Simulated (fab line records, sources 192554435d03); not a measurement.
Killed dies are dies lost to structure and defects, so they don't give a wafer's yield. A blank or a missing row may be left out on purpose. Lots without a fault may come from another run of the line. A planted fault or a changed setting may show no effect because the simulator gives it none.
fab line records | flow n5_finfet
record lots=7 wafers=18 last_day=18
route steps=1938 shown BEOL_M11@1587 PASSIVATION@1936
lots that met no fault: from a run of the same line without faults
start_h: hours from the record's first day to the start of the lot's first wafer shown | wait_h: hours since the lot's step before | " the same as in the row above | L1.1+2: a row that stands for several wafers | - no value, or no start given | * or withheld: withheld | < > ~ a bound
route shown NAME@n: a module of which the file shows steps, and the number in the route of the first | usual: mean/standard deviation of fault-free wafers | same: alike in all rows | chamber/n: place in a boat | sites: the reading at each site | _std_site: their standard deviation | _edge_site: outer sites' mean less inner sites' | radius_mm: how far each site lies from the wafer's centre | mask NAME#n: copy n | behind: the tool/chamber that last shaped the wafer | hold: why the lot was held/for how many hours/how that ended | device: the transistor (n, p or np) that didn't switch | end of line: the same wafers' tests at the end of the route | a step without rows: its recipe alone | killed: dies lost to structure and defects at the first sort, not the wafer's yield | map: a wafer's dies, x killed, . not, _ none there
set.NAME: the setting as run; set.NAME@STEP: as run at that earlier step | model.NAME: the simulator's own value behind a step, which no gauge read
lots at some steps of the route; a table a step, a row a wafer
services: from which hour (start_h, from the record's first day; less than 0 if before it) a tool's chamber was out of use, for how many hours, and why
## steps
# step N5_BEOL_M11_CURE_72
# recipe temp_c=370 time_s=120 ambient=DMADMS/He material=SiCOH_lowk
# usual lamp_power_pct=52.31/0.057 wafer_temp_C_max=371.8/0.73
# columns lot.wafer tool chamber start_h wait_h lamp_power_pct wafer_temp_C_max
L972.1 uv_cure-01 1 235.56 0.0 52.30 371.8
L972.2 " 1 " " 52.35 371.4
L972.5 " 1 " " 52.35 371.4
L988.2 uv_cure-03 2 328.32 0.1 52.39 371.9
L988.4 " 2 " " 52.26 372.5
L988.5 " 2 " " 52.24 371.8
L987.2 uv_cure-01 0 331.02 0.1 52.33 371.4
L987.3 " 0 " " 52.28 371.3
L987.4 " 0 " " 52.33 371.5
L989.5 uv_cure-03 0 364.10 0.2 52.24 371.0
L989.6 " 0 " " 52.15 371.0
L994.1 uv_cure-01 1 367.34 0.0 52.30 371.7
L994.4 " 1 " " 52.30 371.8
L993.1 uv_cure-03 0 377.29 0.0 52.35 371.3
L993.3 " 0 " " 52.23 371.7
L993.4 " 0 " " 52.16 371.3
L995.1 uv_cure-02 0 380.97 0.0 52.36 372.5
L995.6 " 0 " " 52.35 373.3
# step N5_BEOL_M11_DEGAS_44
# recipe ambient=vacuum temp_c=250 time_s=60
# usual heater_power_w=334/25
# columns lot.wafer tool chamber start_h wait_h heater_power_w
L972.1 pvd_sputter-02 - 236.11 0.5 365
L972.2 " - " " 313
L972.5 " - " " 316
L988.2 pvd_sputter-01 - 330.76 2.4 358
L988.4 " - " " 371
L988.5 " - " " 369
L987.2 pvd_sputter-03 - 331.73 0.6 290
L987.3 " - " " 343
L987.4 " - " " 347
L989.5 pvd_sputter-03 - 365.01 0.9 289
L989.6 " - " " 345
L994.1 pvd_sputter-03 - 369.34 1.9 290
L994.4 " - " " 361
L993.1 pvd_sputter-02 - 377.76 0.4 365
L993.3 " - " " 317
L993.4 " - " " 346
L995.1 pvd_sputter-03 - 381.68 0.6 359
L995.6 " - " " 347
# step N5_BEOL_M11_PRE_CLEAN_45
# recipe gas=H2/He time_s=30 temp_c=250
# step N5_BEOL_M11_ALD_74
# recipe material=TaN target_thk_a=20 temp_c=275 ald_precursor_family=PDMAT ald_co_reactant=NH3 pressure_torr=3 carrier_flow_sccm=1500 pulse_time_s=2 purge_time_s=3 co_reactant_purge_time_s=2 co_reactant_pulse_time_s=3 ald_cycles=40 precursor_vessel_temp_c=75 precursor_vessel_pressure_torr=26.25 precursor_vessel_carrier_sccm=1000
# usual heater_power_w=428/50
# columns lot.wafer tool chamber start_h wait_h heater_power_w
L972.1 ald_metal-04 1 236.24 0.1 456
L972.2 " 0 " " 395
L972.5 " 1 " " 442
L988.2 ald_metal-04 2 330.86 0.0 404
L988.4 " 1 " " 445
L988.5 " 3 " " 519
L987.2 ald_metal-03 0 331.83 0.0 330
L987.3 " 1 " " 440
L987.4 " 2 " " 426
L989.5 ald_metal-03 1 365.22 0.2 375
L989.6 " 2 " " 404
L994.1 ald_metal-03 3 369.50 0.1 393
L994.4 " 0 " " 322
L993.1 ald_metal-02 2 378.09 0.3 438
L993.3 " 3 " " 400
L993.4 " 0 " " 482
L995.1 ald_metal-02 1 382.00 0.3 475
L995.6 " 1 " " 487
# step N5_BEOL_M11_SURFACE_TREAT_76
# recipe gas=Ar time_s=* ion_energy_ev=* ion_current_ma_cm2=0.5 pressure_mtorr=* ar_flow_sccm=30
# step N5_BEOL_M11_CVD_75
# recipe material=Co target_thk_a=20 temp_c=withheld precursor=CCTBA/H2 pressure_torr=30 time_s=138.9
# step N5_BEOL_M11_SPUTTER_48
# recipe material=Cu target_thk_a=120 temp_c=-20 bias_v=60 power_w=26000 chamber_pressure_pa=0.13 time_s=2
# usual throttle_valve_pct=29.7/0.84
# columns lot.wafer tool chamber start_h wait_h throttle_valve_pct
L972.1 pvd_sputter-03 - 239.96 1.7 29.1
L972.2 " - " " 30.6
L972.5 " - " " 30.4
L988.2 pvd_sputter-01 - 331.58 0.2 30.2
L988.4 " - " " 28.9
L988.5 " - " " 28.6
L987.2 pvd_sputter-03 - 332.33 0.1 28.6
L987.3 " - " " 30.7
L987.4 " - " " 30.6
L989.5 pvd_sputter-03 - 365.79 0.2 29.4
L989.6 " - " " 28.5
L994.1 pvd_sputter-03 - 370.44 0.2 28.7
L994.4 " - " " 30.9
L993.1 pvd_sputter-02 - 378.84 0.2 30.7
L993.3 " - " " 30.4
L993.4 " - " " 29.5
L995.1 pvd_sputter-02 - 382.96 0.2 30.2
L995.6 " - " " 30.3
# step N5_BEOL_M11_ECD_50
# recipe material=Cu target_thk_a=3180
# step N5_BEOL_M11_ANNEAL_51
# recipe temp_c=225 time_s=90 ambient=N2
# step N5_BEOL_M11_CMP_52
# recipe stop_on=SiCOH_lowk t_overpolish_s=7 down_force_psi=1 platen_rpm=50 clearing_platen_down_force_psi=1.5 clearing_platen_rpm=50 post_cmp_clean=cu_alkaline target_thk_nm=140 clearing_platen_pad_velocity_m_s=0.99484 pad_velocity_m_s=0.99484
# usual barrier_field_endpoint_s=28.6/0.82 motor_current_A=6.2/0.72 overpolish_run_s=7.000/0.0093 pad_life_wafers=1177/730 time_to_endpoint_s=65/4
# columns lot.wafer tool chamber start_h wait_h barrier_field_endpoint_s motor_current_A overpolish_run_s pad_life_wafers time_to_endpoint_s
L972.1 cmp-04 1 240.48 0.3 29.5 4.5 6.998 1794 71
L972.2 " 3 " " 27.8 6.1 6.989 1796 59
L972.5 " 1 " " 28.6 4.5 6.991 - 65
L988.4 cmp-03 0 332.15 0.2 29.0 7.7 7.013 1645 65
L988.2 " 1 " " 27.8 5.8 6.995 1646 61
L988.5 " 0 " " 28.8 7.2 6.994 - 63
L987.3 cmp-03 3 332.95 0.2 29.1 6.0 7.009 1656 70
L987.4 " 0 " " 28.7 8.0 6.985 1657 66
L987.2 " 2 " " 28.1 6.9 7.005 1659 64
L989.5 cmp-03 1 366.44 0.2 29.2 5.9 6.996 - 74
L989.6 " 2 " " 28.9 6.4 6.987 - 64
L994.4 cmp-03 0 371.12 0.2 28.5 7.3 6.999 1944 66
L994.1 " 3 " " 28.8 5.8 7.003 1947 71
L993.4 cmp-03 2 379.40 0.2 29.3 6.3 7.002 25 65
L993.3 " 3 " " 29.5 5.7 6.990 26 72
L993.1 " 0 " " 29.6 6.8 7.002 27 70
L995.1 cmp-04 2 383.52 0.3 27.4 5.9 6.993 877 62
L995.6 " 2 " " 27.9 5.8 6.994 - 61
# step N5_BEOL_M11_THK_MEAS_53
# recipe thk_meas_gauge=xrf reads=Cu_of_BEOL_M11_ECD_50
# usual M11_THK=139/4.1
# columns lot.wafer tool chamber start_h wait_h M11_THK[nm]
L972.1 film_metro-02 - 240.78 - 142
L972.2 " - " " 136
L972.5 " - " " 137
L988.2 film_metro-01 - 332.41 - 138
L988.4 " - " " 136
L988.5 " - " " 135
L987.2 film_metro-02 - 333.25 - 135
L987.3 " - " " 139
L987.4 " - " " 141
L989.5 film_metro-01 - 366.59 - 138
L989.6 " - " " 143
L994.1 film_metro-01 - 371.41 - 144
L994.4 " - " " 143
L993.1 film_metro-01 - 379.66 - 133
L993.3 " - " " 141
L993.4 " - " " 143
L995.1 film_metro-01 - 383.78 - 140
L995.6 " - " " 129
# step N5_BEOL_M11_PRE_CLEAN_55
# recipe gas=NH3 time_s=15 temp_c=withheld rf_power_w=300
# step N5_BEOL_M11_DEP_56
# recipe material=SiCN target_thk_a=300 temp_c=withheld precursor=3MS/NH3 pressure_torr=3 rf_w=675 time_s=10.5
# usual showerhead_plenum_p_Torr=4.150/0.024 throttle_valve_pct=18.2/1.9
# columns lot.wafer tool chamber start_h wait_h showerhead_plenum_p_Torr throttle_valve_pct model.SiCN_of_BEOL_M11_DEP_56.thk_nm
L972.1 pecvd-03 2 240.84 0.0 4.136 16.4 30
L972.2 " 1 " " 4.121 18.8 29.6
L972.5 " 0 " " 4.140 22.4 29.4
L988.2 pecvd-03 0 332.48 0.0 4.157 22.3 28.8
L988.4 " 0 " " 4.147 21.9 29.2
L988.5 " 0 " " 4.144 21.8 29.4
L987.2 pecvd-03 0 333.32 0.0 4.140 22.1 29
L987.3 " 0 " " 4.148 22.3 29.4
L987.4 " 2 " " 4.138 16.4 29.6
L989.5 pecvd-03 0 366.66 0.0 4.147 21.8 30
L989.6 " 1 " " 4.113 19.1 21
L994.1 pecvd-03 2 371.47 0.0 4.131 16.3 29.6
L994.4 " 1 " " 4.116 18.7 20.6
L993.1 pecvd-02 0 379.72 0.0 4.199 16.7 29.6
L993.3 " 2 " " 4.178 17.1 29.4
L993.4 " 2 " " 4.169 17.4 30.2
L995.1 pecvd-03 1 383.84 0.0 4.113 18.5 29.8
L995.6 " 1 " " 4.117 18.5 21
# step N5_BEOL_M11_RS_MEAS_57
# recipe thk_meas_gauge=four-point-probe reads=Cu_of_BEOL_M11_ECD_50+Co_of_BEOL_M11_CVD_75+TaN_of_BEOL_M11_ALD_74
# usual M11_RS=0.153/0.0048
# columns lot.wafer tool chamber start_h wait_h M11_RS[ohm/sq]
L972.1 film_metro-02 - 240.90 0.0 0.150
L972.2 " - " " 0.157
L972.5 " - " " 0.155
L988.2 film_metro-01 - 332.56 0.1 0.154
L988.4 " - " " 0.156
L988.5 " - " " 0.157
L987.2 film_metro-02 - 333.40 0.1 0.158
L987.3 " - " " 0.152
L987.4 " - " " 0.149
L989.5 film_metro-02 - 366.71 0.0 0.154
L989.6 " - " " 0.149
L994.1 film_metro-02 - 371.54 0.0 0.148
L994.4 " - " " 0.149
L993.1 film_metro-01 - 379.78 0.0 0.160
L993.3 " - " " 0.151
L993.4 " - " " 0.148
L995.1 film_metro-02 - 383.90 0.0 0.151
L995.6 " - " " 0.164
# step N5_PASSIVATION_PROBE_49
# usual defect_limited_yield=91.7/1.4 killed_at_M0_to_M3=31/11 killed_at_M4_up=13/4.6 killed_at_contacts=13/6.7 killed_at_front_end=39/9.6 killed_at_other=3.5/2.8 killed_dies=98/16 killed_on_rim=13/4.2 killed_open=64/11 killed_short=33/8.5 sort_bin_4_leakage=0.00/0.032 sort_bin_5_function=4.9/0.96 sort_bin_6_memory=3.1/0.59 sort_n_pass=1080/23 sort_yield_pct=91.5/1.9
# same gross_dies=1180 killed_at_back_side=0 sort_bin_8_speed[%]=0
# columns lot.wafer tool chamber start_h wait_h defect_limited_yield[%] killed_at_M0_to_M3 killed_at_M4_up killed_at_contacts killed_at_front_end killed_at_other killed_dies killed_on_rim killed_open killed_short sort_bin_4_leakage[%] sort_bin_5_function[%] sort_bin_6_memory[%] sort_n_pass sort_yield_pct[%]
L972.1 prober-02 - 277.72 0.0 91.6 29 9 35 17 9 99 11 63 35 0 4.2 3.8 1081 91.6
L972.2 prober-02 - 277.77 0.1 94.7 9 6 20 22 5 62 6 39 21 0 2.5 2.5 1118 94.7
L972.5 prober-02 - 277.92 0.2 90.6 33 10 28 40 0 111 12 83 27 0 5.3 3.6 1069 90.6
L987.2 prober-02 - 375.32 0.1 88.8 51 17 15 49 0 132 22 86 44 0.34 6.9 3.6 1044 88.5
L987.3 prober-02 - 375.37 0.1 91.5 51 12 5 32 0 100 14 73 25 0 4.8 3.5 1080 91.5
L987.4 prober-02 - 375.42 0.2 92.1 36 14 10 33 0 93 13 61 25 0 5.2 2.7 1087 92.1
L988.2 prober-02 - 377.55 0.1 93.8 23 7 9 28 6 73 11 41 31 0.17 3.0 2.9 1105 93.6
L988.4 prober-02 - 377.65 0.2 88.8 45 14 12 53 8 132 15 77 54 0 6.8 3.8 1048 88.8
L988.5 prober-02 - 377.70 0.2 91.9 45 6 2 37 5 95 11 65 30 0 4.7 3.0 1085 91.9
L989.5 prober-01 - 409.47 0.2 87.7 60 13 13 56 3 145 25 83 60 0 7.0 4.6 1035 87.7
L989.6 prober-01 - 409.52 0.3 87.6 76 9 9 46 6 146 28 85 61 0.08 8.0 3.8 1033 87.5
L994.1 prober-01 - 410.81 0.0 93.1 29 11 13 28 1 82 9 54 27 0 4.3 2.4 1098 93.1
L994.4 prober-01 - 410.96 0.2 92.4 19 10 11 46 4 90 18 64 24 0 4.0 3.6 1090 92.4
L993.1 prober-01 - 414.07 0.0 90.6 45 7 11 44 4 111 16 66 44 0 5.4 3.7 1069 90.6
L993.3 prober-01 - 414.17 0.1 89.4 54 18 18 32 3 125 17 80 44 0 6.3 3.9 1055 89.4
L993.4 prober-01 - 414.22 0.2 90.3 48 5 7 54 0 114 16 71 42 0 5.1 4.2 1066 90.3
L995.1 prober-01 - 422.88 0.0 89.5 20 9 23 64 8 124 21 74 36 0 5.7 3.5 1056 89.5
L995.6 prober-01 - 423.13 0.3 90.2 16 17 15 63 5 116 19 73 34 0 5.3 3.3 1064 90.2
# killed by level:class
L972.1 MOL_CONTACT_COAG:geometric_particle:open=23 MOL_CONTACT_COAG:geometric_particle:short=12 BEOL_M1:geometric_particle:open=12 STI_FIN_REVEAL:geometric_particle:open=4 BEOL_M1:geometric_particle:short=4 BEOL_M3:geometric_particle:open=4 BEOL_M4:geometric_particle:open=4 PAD_METAL:geometric_particle:short=4
L972.2 MOL_CONTACT_COAG:geometric_particle:open=17 FIN_SAQP:geometric_particle:short=8 FIN_SAQP:geometric_particle:open=4 DUMMY_GATE:geometric_particle:open=4 BEOL_M0_SAQP:geometric_particle:open=3 MOL_CONTACT_COAG:geometric_particle:short=3 PASS1_CAP:geometric_particle:short=3 BEOL_M1:geometric_particle:open=2
L972.5 MOL_CONTACT_COAG:geometric_particle:open=26 STI_FIN_REVEAL:geometric_particle:open=10 BEOL_M0_SAQP:geometric_particle:open=9 BEOL_M2:geometric_particle:open=6 FIN_SAQP:geometric_particle:open=5 BEOL_M0_SAQP:geometric_particle:short=5 BEOL_M1:geometric_particle:open=5 STI_FIN_REVEAL:geometric_particle:short=3
L987.2 FIN_SAQP:geometric_particle:open=18 FIN_SAQP:geometric_particle:short=13 BEOL_M1:geometric_particle:open=13 MOL_CONTACT_COAG:geometric_particle:open=9 BEOL_M0_SAQP:geometric_particle:short=8 BEOL_M0_SAQP:geometric_particle:open=7 MOL_CONTACT_COAG:geometric_particle:short=6 BEOL_M5:geometric_particle:open=6
L987.3 BEOL_M1:geometric_particle:open=16 BEOL_M0_SAQP:geometric_particle:open=14 FIN_SAQP:geometric_particle:short=7 STI_FIN_REVEAL:geometric_particle:open=7 BEOL_M0_SAQP:geometric_particle:short=7 BEOL_M4:geometric_particle:open=6 FIN_SAQP:geometric_particle:open=5 MOL_CONTACT_COAG:geometric_particle:open=5
L987.4 BEOL_M0_SAQP:geometric_particle:open=10 FIN_SAQP:geometric_particle:open=9 MOL_CONTACT_COAG:geometric_particle:open=9 BEOL_M0_SAQP:geometric_particle:short=9 BEOL_M2:geometric_particle:open=7 STI_FIN_REVEAL:geometric_particle:open=6 BEOL_M1:geometric_particle:open=4 BEOL_M4:geometric_particle:open=4
L988.2 BEOL_M3:geometric_particle:open=6 STI_FIN_REVEAL:geometric_particle:open=6 MOL_CONTACT_COAG:geometric_particle:open=6 BEOL_M1:geometric_particle:open=6 GATE_CUT:geometric_particle:short=5 STI_FIN_REVEAL:geometric_particle:short=4 BEOL_M0_SAQP:geometric_particle:short=4 BEOL_M3:geometric_particle:short=4
L988.4 STI_FIN_REVEAL:geometric_particle:open=18 MOL_CONTACT_COAG:geometric_particle:open=10 GATE_CUT:geometric_particle:short=8 BEOL_M0_SAQP:geometric_particle:short=8 BEOL_M3:geometric_particle:open=8 BEOL_M1:geometric_particle:open=7 BEOL_M1:geometric_particle:short=7 GATE_CUT:geometric_particle:open=6
L988.5 BEOL_M0_SAQP:geometric_particle:open=14 BEOL_M0_SAQP:geometric_particle:short=10 STI_FIN_REVEAL:geometric_particle:open=9 BEOL_M2:geometric_particle:open=7 FIN_SAQP:geometric_particle:open=5 DUMMY_GATE:geometric_particle:open=5 BEOL_M1:geometric_particle:open=5 GATE_CUT:geometric_particle:open=4
L989.5 BEOL_M0_SAQP:geometric_particle:open=19 BEOL_M0_SAQP:geometric_particle:short=16 STI_FIN_REVEAL:geometric_particle:open=11 GATE_CUT:geometric_particle:short=11 FIN_SAQP:geometric_particle:short=9 FIN_SAQP:geometric_particle:open=8 MOL_CONTACT_COAG:geometric_particle:open=7 MOL_CONTACT_COAG:geometric_particle:short=6
L989.6 BEOL_M0_SAQP:geometric_particle:open=22 BEOL_M0_SAQP:geometric_particle:short=17 FIN_SAQP:geometric_particle:open=12 FIN_SAQP:geometric_particle:short=11 BEOL_M2:geometric_particle:short=10 BEOL_M3:geometric_particle:open=9 MOL_CONTACT_COAG:geometric_particle:open=7 STI_FIN_REVEAL:geometric_particle:open=6
L994.1 BEOL_M0_SAQP:geometric_particle:open=11 MOL_CONTACT_COAG:geometric_particle:open=9 BEOL_M0_SAQP:geometric_particle:short=8 FIN_SAQP:geometric_particle:open=7 BEOL_M4:geometric_particle:open=6 MOL_CONTACT_COAG:geometric_particle:short=4 BEOL_M2:geometric_particle:open=4 FIN_SAQP:geometric_particle:short=3
L994.4 FIN_SAQP:geometric_particle:open=15 STI_FIN_REVEAL:geometric_particle:open=10 MOL_CONTACT_COAG:geometric_particle:open=10 FIN_SAQP:geometric_particle:short=6 BEOL_M1:geometric_particle:open=6 BEOL_M0_SAQP:geometric_particle:short=4 BEOL_M3:geometric_particle:open=4 GATE_CUT:geometric_particle:short=3
L993.1 BEOL_M3:geometric_particle:open=16 FIN_SAQP:geometric_particle:short=15 FIN_SAQP:geometric_particle:open=10 BEOL_M0_SAQP:geometric_particle:short=10 BEOL_M0_SAQP:geometric_particle:open=8 MOL_CONTACT_COAG:geometric_particle:short=6 MOL_CONTACT_COAG:geometric_particle:open=5 STI_FIN_REVEAL:geometric_particle:open=4
L993.3 BEOL_M1:geometric_particle:open=22 MOL_CONTACT_COAG:geometric_particle:open=16 BEOL_M0_SAQP:geometric_particle:short=16 FIN_SAQP:geometric_particle:open=8 FIN_SAQP:geometric_particle:short=8 STI_FIN_REVEAL:geometric_particle:open=4 BEOL_M0_SAQP:geometric_particle:open=4 BEOL_M1:geometric_particle:short=4
L993.4 FIN_SAQP:geometric_particle:open=16 BEOL_M0_SAQP:geometric_particle:short=15 BEOL_M0_SAQP:geometric_particle:open=14 STI_FIN_REVEAL:geometric_particle:open=9 BEOL_M1:geometric_particle:open=8 FIN_SAQP:geometric_particle:short=7 BEOL_M3:geometric_particle:open=5 DUMMY_GATE:geometric_particle:open=4
L995.1 MOL_CONTACT_COAG:geometric_particle:open=17 HKMG_FIN:area_etch=14 STI_FIN_REVEAL:geometric_particle:open=12 FIN_SAQP:geometric_particle:short=11 FIN_SAQP:geometric_particle:open=8 BEOL_M0_SAQP:geometric_particle:open=7 MOL_CONTACT_COAG:geometric_particle:short=6 DUMMY_GATE:geometric_particle:open=5
L995.6 STI_FIN_REVEAL:geometric_particle:open=14 FIN_SAQP:geometric_particle:short=12 MOL_CONTACT_COAG:geometric_particle:open=10 BEOL_M5:geometric_particle:open=10 FIN_SAQP:geometric_particle:open=9 HKMG_FIN:area_etch=9 MOL_CONTACT_COAG:geometric_particle:short=5 ILD0:geometric_particle:open=4
## services
# columns tool chamber start_h hours kind
ald_metal-04 - 214.73 0.4 repair
pecvd-02 - 218.26 16.8 repair
ald_metal-04 - 220.14 1.1 repair
uv_cure-01 - 235.86 1.0 pm
uv_cure-03 - 236.04 1.0 pm
pecvd-02 - 237.05 4.3 pm
ald_metal-02 - 237.99 1.2 pm
pecvd-03 - 242.55 1.7 repair
pecvd-03 - 247.71 5.3 repair
cmp-04 - 248.72 3.4 repair
cmp-04 - 269.35 4.0 pm
uv_cure-01 - 271.91 2.1 pm
cmp-03 - 281.13 8.0 repair
cmp-04 - 284.46 6.0 pm
ald_metal-02 3 288.94 4.6 repair
pecvd-03 1 300.78 2.8 repair
pecvd-03 1 322.46 12.9 repair
ald_metal-02 1 326.00 5.1 repair
cmp-04 - 330.87 1.7 repair
ald_metal-03 - 337.25 14.0 pm
cmp-03 - 350.24 3.0 pm
pvd_sputter-01 - 363.48 2.4 repair
cmp-03 - 373.46 4.0 pm
cmp-04 - 376.54 3.9 repair
## key
first_sign none at tools or gauges
model_effect step=N5_BEOL_M11_DEP_56 value=SiCN_of_BEOL_M11_DEP_56.thk_nm without=30.47 struck=20.87
met_at N5_BEOL_M11_DEP_56
struck_wafers L989.6,L994.4,L995.6
baseline_loss step=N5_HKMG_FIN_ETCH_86 wafers=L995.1
onset_between 333.32 366.66
fault kind=process_parameter_drift tool=pecvd-03 chamber=- onset_h=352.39 steps=N5_BEOL_M11_DEP_56 channel=time_s offset=* shape=step end_h=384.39 scope=struck_wafers_only acts_in=* stated=*
# baseline_loss: these wafers lose ten dies or more at that step, a loss of the line's own and not of a fault; the sort's usual values leave them out
